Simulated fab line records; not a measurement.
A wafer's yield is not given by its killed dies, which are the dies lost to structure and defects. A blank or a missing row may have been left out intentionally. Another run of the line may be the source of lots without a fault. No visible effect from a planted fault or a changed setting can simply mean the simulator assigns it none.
fab line records    flow n5Finfet
record lots=9  wafers=26  lastDay=16
route steps=1938 shown BEOL_M1@829 BEOL_M2@859 BEOL_M4@1111
lots that met no fault: from a run of the same line without faults
startH: the number of hours between the record's first day and the start of the first shown wafer of the lot    waitH: how many hours have passed since the lot's step before this one    " identical to the entry in the row above    L1.1+2: a row that stands for several wafers    - either no value or no given start    * or withheld: withheld    < > ~ a bound
route shown NAME@n: NAME is a module with steps in the file, n the number in the route of the first one    usual: the fault-free wafers' mean and standard deviation    same: alike in all rows    chamber/n: place in a boat    sites: per-site readings    _std_site: the standard deviation of these    _edge_site: mean of outer sites minus mean of inner sites    radiusMm: for every site, how far away it sits from the centre of the wafer    mask NAME#n: copy n    behind: the last tool/chamber to shape the wafer    hold: the reason the lot was held/the length of the hold in hours/how it ended    device: whichever transistor did not switch (one of n, p or np)    end of line: tests of these same wafers at the route's end    a step with no rows: only its recipe    killed: dies lost to structure and defects at the first sort, not the wafer's yield    map: dies across one wafer; x = killed, . = not, _ = none there
set.NAME: the setting the step ran with; set.NAME@STEP: the setting that earlier step ran with    model.NAME: the simulator's own value behind a step, which no gauge read
one table for each step of the route and one row for each wafer, over a sample of lots
services: the hour from which a tool's chamber was out of use, counted from the record's first day as startH (under 0 if before that day), plus the number of hours and why
## steps
# step N5_BEOL_M1_ANNEAL_95
# recipe tempC=400  timeS=240  ambient=vacuum
# usual heaterPowerW=796/55  susceptorTempC=400.00/0.22
# same timeS=240
lot.wafer  tool           chamber  startH  waitH  heaterPowerW  susceptorTempC
L217.3     pvdSputter-01  -        146.91  0.0    830           400.01
L217.4     "              -        "       "      826           400.13
L217.6     "              -        "       "      735           399.91
L226.2     pvdSputter-03  -        204.70  0.0    713           399.76
L226.4     "              -        "       "      866           400.37
L226.5     "              -        "       "      863           400.27
L228.4     pvdSputter-02  -        212.45  0.0    790           400.50
L228.5     "              -        "       "      714           400.13
L230.1     pvdSputter-03  -        220.70  0.0    809           399.83
L230.5     "              -        "       "      923           399.67
L230.6     "              -        "       "      876           399.89
L232.1     pvdSputter-02  -        235.18  0.0    731           399.65
L232.2     "              -        "       "      712           399.67
L232.6     "              -        "       "      724           399.95
L233.1     pvdSputter-01  -        239.21  0.0    813           400.23
L233.3     "              -        "       "      751           400.03
L233.4     "              -        "       "      829           399.78
L234.2     pvdSputter-02  -        248.32  0.0    774           400.22
L234.4     "              -        "       "      818           400.43
L234.5     "              -        "       "      717           400.00
L235.1     pvdSputter-03  -        249.55  0.0    794           400.00
L235.2     "              -        "       "      903           400.43
L235.3     "              -        "       "      723           400.29
L236.2     pvdSputter-02  -        252.76  0.0    786           400.11
L236.3     "              -        "       "      724           399.92
L236.5     "              -        "       "      800           400.38
# step N5_BEOL_M1_CMP_52
# recipe stopOn=SiOC  tOverpolishS=6.8  downForcePsi=1  platenRpm=50  clearingPlatenDownForcePsi=1.5  clearingPlatenRpm=50  postCmpClean=cuAlkaline  targetThkNm=40  clearingPlatenPadVelocityMS=0.99484  padVelocityMS=0.99484
# usual barrierFieldEndpointS=24.6/0.56  motorCurrentA=6.2/0.67  overpolishRunS=6.800/0.0092  platenRpm=50.00/0.034  slurryFilterDpKPa=13.51/0.14  timeToEndpointS=61.9/2.6
lot.wafer  tool    chamber  startH  waitH  barrierFieldEndpointS  motorCurrentA  overpolishRunS  platenRpm  slurryFilterDpKPa  timeToEndpointS
L217.4     cmp-04  1        147.78  0.1    25.3                   5.5            6.793           50.00      13.37              61.9
L217.3     "       3        "       "      24.0                   6.6            6.794           50.01      13.52              61.9
L217.6     "       1        "       "      24.8                   5.5            6.795           49.98      13.66              60.8
L226.2     cmp-03  3        205.67  0.5    25.3                   6.2            6.799           50.01      13.38              66.4
L226.4     "       0        "       "      26.4                   6.1            6.790           50.02      13.57              63.9
L226.5     "       2        "       "      25.9                   5.2            6.798           50.02      13.31              64.1
L228.4     cmp-03  3        213.20  0.2    25.1                   6.2            6.799           49.99      13.49              66.9
L228.5     "       1        "       "      25.0                   7.3            6.796           49.99      13.52              61.5
L230.1     cmp-04  3        221.50  0.3    24.3                   6.9            6.802           50.02      13.25              62.7
L230.5     "       2        "       "      24.4                   5.8            6.807           50.03      13.54              61.2
L230.6     "       3        "       "      24.2                   7.4            6.800           50.00      13.48              57.8
L232.2     cmp-02  3        235.81  0.2    23.7                   5.4            6.814           50.02      13.41              62.1
L232.1     "       2        "       "      24.3                   6.2            6.795           50.02      13.83              66.5
L232.6     "       3        "       "      24.5                   5.5            6.779           50.01      13.63              61.8
L233.3     cmp-02  1        239.91  0.2    25.2                   6.5            6.796           49.98      13.61              60.7
L233.1     "       2        "       "      25.1                   6.3            6.788           49.98      13.58              66.2
L233.4     "       3        "       "      24.8                   5.6            6.798           49.96      13.64              59.7
L234.4     cmp-03  2        249.00  0.2    24.9                   5.2            6.790           50.04      13.30              58.9
L234.2     "       3        "       "      25.4                   6.1            6.800           50.01      13.69              60.9
L234.5     "       1        "       "      24.3                   7.5            6.806           50.00      13.54              59.0
L235.1     cmp-04  3        250.22  0.3    24.9                   6.8            6.801           49.99      13.26              60.7
L235.2     "       0        "       "      24.7                   7.2            6.787           50.02      13.57              66.7
L235.3     "       1        "       "      24.5                   5.6            6.791           49.94      13.48              61.7
L236.2     cmp-04  1        253.40  0.2    24.7                   5.6            6.800           50.01      13.93              61.3
L236.3     "       3        "       "      24.1                   6.7            6.810           50.11      13.72              57.0
L236.5     "       1        "       "      24.8                   5.5            6.781           50.01      13.42              61.3
# step N5_BEOL_M1_CO_CAP_55
# recipe material=Co  targetThkA=20  tempC=200  precursor=CCTBA/H2  pressureTorr=30  timeS=102.1
# usual heaterPowerOuterW=124/13  heaterPowerW=237/21  susceptorTempC=199.99/0.16
# same timeS=102.1
lot.wafer  tool      chamber  startH  waitH  heaterPowerOuterW  heaterPowerW  susceptorTempC
L217.3     cvdCo-02  2        148.16  0.0    107                203           199.91
L217.4     "         2        "       "      109                205           200.11
L217.6     "         1        "       "      130                246           200.23
L226.2     cvdCo-02  2        206.01  0.0    104                205           199.92
L226.4     "         2        "       "      106                207           200.08
L226.5     "         0        "       "      134                260           199.89
L228.4     cvdCo-02  1        213.49  0.0    133                248           199.61
L228.5     "         2        "       "      109                207           199.87
L230.1     cvdCo-02  0        221.83  0.0    135                264           200.03
L230.5     "         1        "       "      131                247           199.96
L230.6     "         2        "       "      105                208           200.09
L232.1     cvdCo-01  1        236.22  0.0    137                262           200.17
L232.2     "         0        "       "      112                222           200.22
L232.6     "         1        "       "      140                267           200.02
L233.1     cvdCo-02  1        240.24  0.0    135                247           200.22
L233.3     "         0        "       "      134                255           199.59
L233.4     "         2        "       "      106                213           199.98
L234.2     cvdCo-01  1        249.33  0.0    140                260           200.24
L234.4     "         1        "       "      137                264           199.88
L234.5     "         0        "       "      110                215           199.85
L235.1     cvdCo-01  1        250.56  0.0    137                270           199.84
L235.2     "         0        "       "      113                215           199.99
L235.3     "         2        "       "      125                244           200.13
L236.2     cvdCo-02  1        253.77  0.0    135                237           199.94
L236.3     "         0        "       "      134                252           200.17
L236.5     "         2        "       "      108                203           199.97
# step N5_BEOL_M2_ETCH_63
# recipe chemistry=CF4  target=SiARC  targetDepthA=156  maskMaterial=CAR-EUV  timeS=26  ionEnergyEv=80  pressureMtorr=40  sourceW=545  biasW=36  Ar_flow_sccm=100  cf4FlowSccm=100  ends=cleared
# usual drypumpMotorCurrentA=5.8/0.5  etchRfOnTimeS=25.8/0.45  oesProductAu=0.66/0.047  rfVppV=184.5/1  showerheadPlenumPTorr=2.17/0.043  throttleValvePct=15.69/0.22
lot.wafer  tool        chamber  startH  waitH  drypumpMotorCurrentA  etchRfOnTimeS  oesProductAu  rfHoursCounterH  rfVppV  showerheadPlenumPTorr  throttleValvePct
L217.3     rieDiel-05  3        150.81  0.0    5.5                   25.9           0.71          78               184.3   2.25                   15.36
L217.4     "           0        "       "      5.5                   25.0           0.68          106              184.6   2.16                   15.83
L217.6     "           1        "       "      6.2                   25.7           0.72          -                183.8   2.17                   15.65
L226.2     rieDiel-05  2        208.79  0.0    4.9                   26.6           0.62          196              185.1   2.21                   15.42
L226.4     "           0        "       "      5.5                   25.4           0.66          131              184.7   2.15                   15.88
L226.5     "           1        "       "      6.2                   25.8           0.71          -                185.0   2.17                   15.70
L228.4     rieDiel-02  1        218.36  0.0    6.3                   25.9           0.59          236              184.4   2.11                   15.52
L228.5     "           1        "       "      6.3                   26.1           0.60          -                183.2   2.11                   15.51
L230.1     rieDiel-02  3        224.20  0.0    5.9                   25.4           0.64          135              182.2   2.15                   15.94
L230.5     "           3        "       "      5.8                   25.6           0.65          -                183.6   2.15                   15.94
L230.6     "           0        "       "      6.5                   25.4           0.73          -                185.7   2.24                   15.57
L232.1     rieDiel-05  0        237.43  0.0    5.5                   25.3           0.65          141              184.3   2.15                   15.91
L232.2     "           2        "       "      4.9                   26.6           0.61          206              185.0   2.20                   15.45
L232.6     "           2        "       "      4.9                   26.7           0.61          -                185.3   2.20                   15.46
L233.1     rieDiel-02  1        242.93  0.0    6.3                   26.2           0.59          246              184.0   2.11                   15.54
L233.3     "           3        "       "      5.9                   19.4           0.76          142              184.4   2.14                   15.96
L233.4     "           0        "       "      6.5                   19.4           0.84          78               185.0   2.24                   15.61
L234.2     rieDiel-02  3        251.32  0.0    5.9                   25.8           0.64          145              182.8   2.14                   15.96
L234.4     "           1        "       "      6.3                   19.9           0.69          250              184.6   2.11                   15.54
L234.5     "           1        "       "      6.3                   26.5           0.58          -                183.4   2.11                   15.54
L235.1     rieDiel-02  3        251.80  0.0    5.9                   25.6           0.64          145              184.1   2.14                   15.96
L235.2     "           0        "       "      6.6                   25.7           0.71          81               186.5   2.24                   15.61
L235.3     "           2        "       "      5.1                   20.1           0.70          207              184.1   2.13                   16.11
L236.2     rieDiel-05  3        255.26  0.0    5.5                   26.0           0.67          119              185.8   2.23                   15.44
L236.3     "           0        "       "      5.5                   24.9           0.66          148              183.5   2.15                   15.92
L236.5     "           3        "       "      5.5                   26.0           0.68          -                183.8   2.23                   15.43
# step N5_BEOL_M4_RC_MEAS_101
# usual DIBL_N=35.9/1.6  DIBL_P=35.6/2.1  IOFF_N=0.149/0.029  IOFF_P=0.20/0.033  ION_N=671/11  ION_P=460/7.3  SS_N=71.4/0.62  SS_P=73.2/0.65  VT_N=251/3.1  VT_P=-251/3.4
lot.wafer  tool       chamber  startH  waitH  DIBL_N[mV/V]  DIBL_P[mV/V]  IOFF_N[nA/um]  IOFF_P[nA/um]  ION_N[uA/um]  ION_P[uA/um]  SS_N[mV/dec]  SS_P[mV/dec]  VT_N[mV]  VT_P[mV]
L217.3     prober-01  0        180.00  0.3    34.8          36.8          0.153          0.19           687           462           71.7          73.5          252       -255
L217.4     "          0        "       "      35.9          38.6          0.169          0.20           676           455           72.1          73.4          252       -253
L217.6     "          0        "       "      33.8          35.6          0.124          0.17           654           454           71.4          72.9          260       -256
L226.2     prober-01  0        236.49  0.2    37.3          35.7          0.166          0.25           657           460           72.1          73.9          250       -248
L226.4     "          0        "       "      34.3          32.8          0.124          0.20           670           469           70.5          72.4          252       -249
L226.5     "          0        "       "      36.1          35.5          0.151          0.24           660           459           71.3          73.4          250       -249
L228.4     prober-01  0        247.06  0.5    35.1          33.3          0.135          0.19           662           461           71.3          73.0          253       -251
L228.5     "          0        "       "      34.1          32.3          0.118          0.18           664           455           70.7          72.6          254       -251
L230.1     prober-01  0        257.33  0.0    37.1          35.7          0.152          0.18           673           462           71.7          73.0          252       -253
L230.5     "          0        "       "      37.1          36.3          0.158          0.19           670           464           72.0          73.3          250       -253
L230.6     "          0        "       "      37.4          37.6          0.155          0.20           677           460           72.0          73.9          251       -250
L232.1     prober-02  0        273.80  0.0    37.3          38.0          0.163          0.23           665           458           72.7          73.9          250       -251
L232.2     "          0        "       "      36.2          35.3          0.141          0.18           656           450           71.8          73.1          253       -257
L232.6     "          0        "       "      36.7          35.5          0.150          0.19           661           458           72.4          73.3          253       -254
L233.1     prober-02  0        277.04  0.0    35.2          34.7          0.118          0.16           661           454           71.2          73.4          254       -257
L233.3     "          0        "       "      36.1          35.8          0.131          0.18           667           457           71.2          73.6          255       -252
L233.4     "          0        "       "      35.1          34.6          0.127          0.16           680           464           70.7          73.3          251       -255
L234.2     prober-02  0        281.01  0.2    35.2          34.6          0.132          0.20           664           459           71.1          73.1          252       -249
L234.4     "          0        "       "      34.2          32.9          0.123          0.18           653           455           71.3          72.2          254       -251
L234.5     "          0        "       "      35.3          34.5          0.137          0.19           656           454           71.7          72.8          253       -250
L235.1     prober-01  0        283.36  0.0    35.7          34.9          0.132          0.20           672           465           72.0          73.4          254       -250
L235.2     "          0        "       "      33.7          32.6          0.110          0.17           651           454           70.9          72.2          254       -249
L235.3     "          0        "       "      36.3          35.9          0.150          0.21           664           453           71.7          73.2          252       -248
L236.2     prober-02  0        288.99  0.2    36.6          35.6          0.183          0.23           677           466           72.1          73.3          245       -249
L236.3     "          0        "       "      35.3          35.2          0.175          0.23           686           469           71.3          73.8          245       -248
L236.5     "          0        "       "      35.5          34.1          0.161          0.20           670           457           72.1          73.5          248       -251
## services
tool           chamber  startH  hours  kind
cvdCo-02       -        123.56  6.9    pm
pvdSputter-02  -        124.06  2.1    repair
cvdCo-02       -        130.46  2.8    pm
cvdCo-01       -        134.02  1.2    repair
cmp-02         -        148.75  66.2   repair
rieDiel-02     -        156.72  16.8   repair
rieDiel-05     2        164.28  5.6    repair
cvdCo-02       1        187.00  10.4   repair
cmp-04         -        192.23  4.0    pm
cmp-04         -        196.23  -      consumableReplace:conditioner
cmp-04         -        196.23  -      consumableReplace:pad
cmp-03         -        196.27  4.3    pm
cvdCo-01       0        211.71  6.2    repair
cmp-03         -        222.71  2.0    repair
cmp-04         -        223.82  2.0    repair
rieDiel-02     2        226.34  13.2   repair
cmp-03         -        249.92  4.0    pm
rieDiel-02     1        251.75  -      clean
rieDiel-02     1        251.75  -      consumableReplace:focusRing
rieDiel-02     1        251.75  19.5   scheduledDown
rieDiel-02     1        251.75  19.5   ventCycle
cmp-03         -        253.92  -      consumableReplace:conditioner
cmp-03         -        253.92  -      consumableReplace:pad
cmp-04         -        254.89  5.3    pm
## key
firstSign step=N5_BEOL_M2_ETCH_63  reading=etchRfOnTimeS  direction=down  sigmas=14  usual=*  struck=*
effect step=N5_BEOL_M2_ETCH_63  reading=oesProductAu  direction=up  sigmas=1.9  usual=0.66  struck=0.75
metAt N5_BEOL_M2_ETCH_63
struckLots L233,L234,L235
struckWafers L233.3,L233.4,L234.4,L235.3
notActingAt N5_BEOL_M1_ANNEAL_95,N5_BEOL_M1_CMP_52,N5_BEOL_M1_CO_CAP_55
onsetBetween 224.20 242.93
fault kind=processParameterDrift  tool=rieDiel-02  chamber=-  onsetH=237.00  steps=N5_BEOL_M2_ETCH_63  channel=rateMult  offset=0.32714  shape=step  endH=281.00  scope=struckWafersOnly
